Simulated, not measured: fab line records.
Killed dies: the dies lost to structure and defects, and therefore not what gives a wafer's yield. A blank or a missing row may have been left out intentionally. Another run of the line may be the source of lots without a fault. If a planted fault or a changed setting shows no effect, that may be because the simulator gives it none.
Chamber matching ; flow n5-finfet ; N5_BEOL_M9_DESCUM_16 on rie-diel-06 has 4 sister chambers
The step chemistry O2, time 7.9 s. 18 wafers are shown with their chamber, then 9 later ones without.

## WAFERS WITH THEIR CHAMBER
wafer;chamber;drypump-motor-current-A (A);throttle-valve-pct (%);oes-product-au (a.u.)
L076.3;2;5.8;20.89;0.68
L076.4;0;5.5;20.74;0.71
L076.6;2;5.7;20.90;0.68
L078.1;1;6.2;20.81;0.74
L078.4;0;5.4;20.31;1.00
L078.6;1;6.2;20.80;0.74
L081.1;0;5.5;20.31;0.96
L081.2;2;5.7;20.62;0.98
L081.3;1;6.2;20.82;0.73
L084.2;0;5.4;20.34;0.94
L084.4;1;6.2;20.83;0.73
L084.5;0;5.5;20.33;0.93
L086.1;3;5.9;20.44;0.84
L086.4;2;5.7;20.64;0.94
L086.5;1;6.2;20.83;0.73
L088.3;2;5.8;20.64;0.93
L088.5;0;5.5;20.32;0.92
L088.6;1;6.2;20.86;0.72

SIGNATURES (averages over the wafers above)
reading;chamber 0;chamber 1;chamber 2;chamber 3;scatter within a chamber
drypump-motor-current-A;5.467;6.200;5.740;5.900;0.0425
throttle-valve-pct;20.3917;20.8250;20.7380;20.4400;0.128
oes-product-au;0.9100;0.7317;0.8420;0.8400;0.1
Rule: a wafer's distance from a chamber is the root of the sum, over the readings, of the square of ((its reading less the chamber's mean) divided by the reading's scatter). If the next closest chamber is less than 2 further off than the closest, the wafer can't be placed; otherwise it belongs to the closest. The scatter is the square root of a quotient: the sum, over the shown wafers, of each reading's squared deviation from its chamber's mean, divided by wafers minus chambers.

## WAFERS WITH NO CHAMBER GIVEN
wafer;drypump-motor-current-A (A);throttle-valve-pct (%);oes-product-au (a.u.)
L089.1;6.2;20.84;0.73
L089.4;5.5;20.33;0.92
L089.5;6.2;20.84;0.73
L093.1;6.1;20.86;0.71
L093.2;5.9;20.47;0.82
L093.4;5.7;20.65;0.92
L095.1;5.5;20.36;0.90
L095.2;6.2;20.85;0.72
L095.3;5.7;20.66;0.91

## THE CHAMBER EACH PASSED THROUGH
wafer;from the rows above;in truth
L089.1;1;1
L089.4;0;0
L089.5;1;1
L093.1;1;1
L093.2;3;3
L093.4;2;2
L095.1;0;0
L095.2;1;1
L095.3;2;2
Placed correctly: 9 of 9. Can't be placed from these rows: 0. Number placed wrongly: 0.
